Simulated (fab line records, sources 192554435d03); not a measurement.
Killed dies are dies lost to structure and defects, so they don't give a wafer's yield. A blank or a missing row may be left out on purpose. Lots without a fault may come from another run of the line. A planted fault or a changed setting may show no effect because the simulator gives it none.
Chamber matching | flow n5_finfet | N5_PASSIVATION_DESCUM_12 on rie_diel-05: 4 sister chambers
The step chemistry O2, time 7.9 s. 4 wafers are shown with their chamber, then 7 later ones without.

WAFERS WITH THEIR CHAMBER
wafer  | chamber | drypump_motor_current_A (A)
L494.3 | 0       | 6.5
L498.6 | 1       | 5.0
L500.1 | 2       | 6.4
L500.3 | 3       | 5.5

WAFERS WITHOUT THEIR CHAMBER
wafer  | drypump_motor_current_A (A)
L500.6 | 5.5
L502.2 | 5.0
L502.5 | 6.3
L502.6 | 5.0
L511.1 | 5.5
L511.4 | 6.4
L511.6 | 6.4

WHICH CHAMBER EACH WENT THROUGH
wafer  | from the rows above | in truth
L500.6 | 3                   | 3
L502.2 | 1                   | 1
L502.5 | 2                   | 2
L502.6 | 1                   | 1
L511.1 | 3                   | 3
L511.4 | 2                   | 2
L511.6 | 2                   | 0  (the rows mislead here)
Placed correctly: 6 of 7. Can't be placed from these rows: 0. Placed wrongly: 1.
How it was worked out, from the rows above alone: a wafer's distance from a chamber is the root of the sum, over the readings, of the square of ((its reading less the chamber's mean) divided by the reading's scatter). The wafer belongs to the nearest chamber; if the next one is less than 2 further off, it can't be placed. A chamber's mean is the mean of its shown wafers. The scatter: with one shown wafer a chamber, the root of the mean of the squares of how far each hidden wafer lies from its nearest shown one.
